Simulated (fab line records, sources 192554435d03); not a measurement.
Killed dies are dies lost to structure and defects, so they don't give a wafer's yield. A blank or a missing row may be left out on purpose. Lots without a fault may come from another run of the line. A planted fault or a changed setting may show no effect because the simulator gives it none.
Split-lot experiment | flow n5_finfet | 7 lots, 21 wafers read, on a route of 1938 steps

THE SPLIT
At N5_PMOS_HMC_CHANNEL_EPI_PEB_07 (peb time 60 s), the setting peb_temp_c was moved away from the recipe's 110 C on 9 of the 21 wafers read, by -1.8% to +2.9%. The other wafers ran this setting at the recipe's value.

FROM THE SPLIT TO THE READING: what the file shows between them, 1 step
- N5_PMOS_HMC_CHANNEL_EPI_DEVELOP_08: develop time 30 s

THE READING
cd_nm, in nm, at N5_PMOS_HMC_CHANNEL_EPI_CD_MEAS_09 (target cd 237.4 nm). Fault-free wafers of this fab line usually give 236.9 nm, standard deviation 0.96 nm.

wafer  | tool, chamber at the split | peb_temp_c as run, C | against the recipe | cd_nm, nm | against lot-mates on the recipe
L074.1 | litho_track-02, 0          | 111.7                | +1.5%              | 240.7     | +2.9
L074.3 | litho_track-02, 0          | 110                  | recipe             | 237.8     | -
L074.4 | litho_track-02, 0          | 111.7                | +1.5%              | 241.0     | +3.2
L081.4 | litho_track-03, 0          | 110                  | recipe             | 236.2     | -
L081.5 | litho_track-03, 0          | 112.7                | +2.5%              | 243.4     | +7.2
L081.6 | litho_track-03, 0          | 112.7                | +2.5%              | 244.0     | +7.8
L084.1 | litho_track-02, 0          | 110                  | recipe             | 236.6     | -
L084.2 | litho_track-02, 0          | 112.1                | +1.9%              | 242.6     | +6.0
L084.6 | litho_track-02, 0          | 112.1                | +1.9%              | 243.4     | +6.8
L086.3 | litho_track-02, 0          | 110                  | recipe             | 237.7     | -
L086.4 | litho_track-02, 0          | 113.2                | +2.9%              | 246.3     | +8.7
L086.5 | litho_track-02, 0          | 110                  | recipe             | 237.5     | -
L089.2 | litho_track-04, 0          | 110                  | recipe             | 237.6     | -
L089.3 | litho_track-04, 0          | 110                  | recipe             | 235.3     | -
L089.6 | litho_track-04, 0          | 110                  | recipe             | 235.7     | -
L090.2 | litho_track-03, 0          | 110                  | recipe             | 238.4     | -
L090.3 | litho_track-03, 0          | 110                  | recipe             | 238.2     | -
L090.5 | litho_track-03, 0          | 110                  | recipe             | 237.6     | -
L091.3 | litho_track-02, 0          | 108                  | -1.8%              | 229.7     | -7.2
L091.4 | litho_track-02, 0          | 110                  | recipe             | 236.9     | -
L091.6 | litho_track-02, 0          | 108                  | -1.8%              | 230.7     | -6.2

THE FIT
A straight line over all 21 wafers: cd_nm changes by +3.1 nm for each +1% of peb_temp_c; r = +0.97; the points scatter about the line by 0.96 nm.
The same after taking each lot's own level away (the mean of its wafers on the recipe; 21 wafers): +3.15 nm for each +1%; r = +0.98; scatter 0.79 nm.
On that fit, the largest move of peb_temp_c shifts the reading by 9.2 nm.
The lots' own levels span 236.20 to 238.07 nm, that is 1.9 times the standard deviation above.
So the lot-to-lot level changes the slope little: the two slopes agree.
Check: with one of the wafers moved furthest among these (+2.9%) left out of the fit, the line predicts +8.94 nm for it against its lot-mates. It came out at +8.7 nm against them.

OTHER SPLITS ON THESE WAFERS
These wafers also went through other splits before the reading. Each is held against what the fit with the lots' levels taken away leaves over:
other split on the same wafers  | wafers away from the commonest value | r with cd_nm (lot level and that fit taken away)
N5_ZERO_LAYER_EXPOSE_08 dose_mj | 9                                    | -0.11
N5_WELL_APT_COAT_02 spin_rpm    | 6                                    | +0.22

THE WHOLE CHAIN: every reading that the file lists as answering this split, in the file's order
step                               | what it does                                                           | reading                                                                     | change (the file's fit)              | r (the file's)
N5_PMOS_HMC_CHANNEL_EPI_CD_MEAS_09 | target cd 237.4 nm                                                     | cd_nm                                                                       | +3.06 nm for each +1% of the setting | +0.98
N5_PMOS_HMC_CHANNEL_EPI_DESCUM_14  | chemistry O2, time 7.9 s                                               | PMOS_HMC_CHANNEL_EPI.cd_nm (the simulator's own value, which no gauge read) | +3.12 nm for each +1% of the setting | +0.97
N5_PMOS_HMC_CHANNEL_EPI_ETCH_32    | etches BARC in N2/H2, stops on SiO2, target depth 85.8 nm, time 50.3 s | PMOS_HMC_CHANNEL_EPI.cd_nm (the simulator's own value, which no gauge read) | +3.31 nm for each +1% of the setting | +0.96
N5_PMOS_HMC_CHANNEL_EPI_HM_OPEN_15 | chemistry CHF3/O2, target SiO2, target depth 40.6 nm, time 20.3 s      | PMOS_HMC_CHANNEL_EPI.cd_nm (the simulator's own value, which no gauge read) | +3.36 nm for each +1% of the setting | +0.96

THE FILE'S OWN FIT
cd_nm changes by +3.06 nm for each +1% of peb_temp_c, r = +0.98.
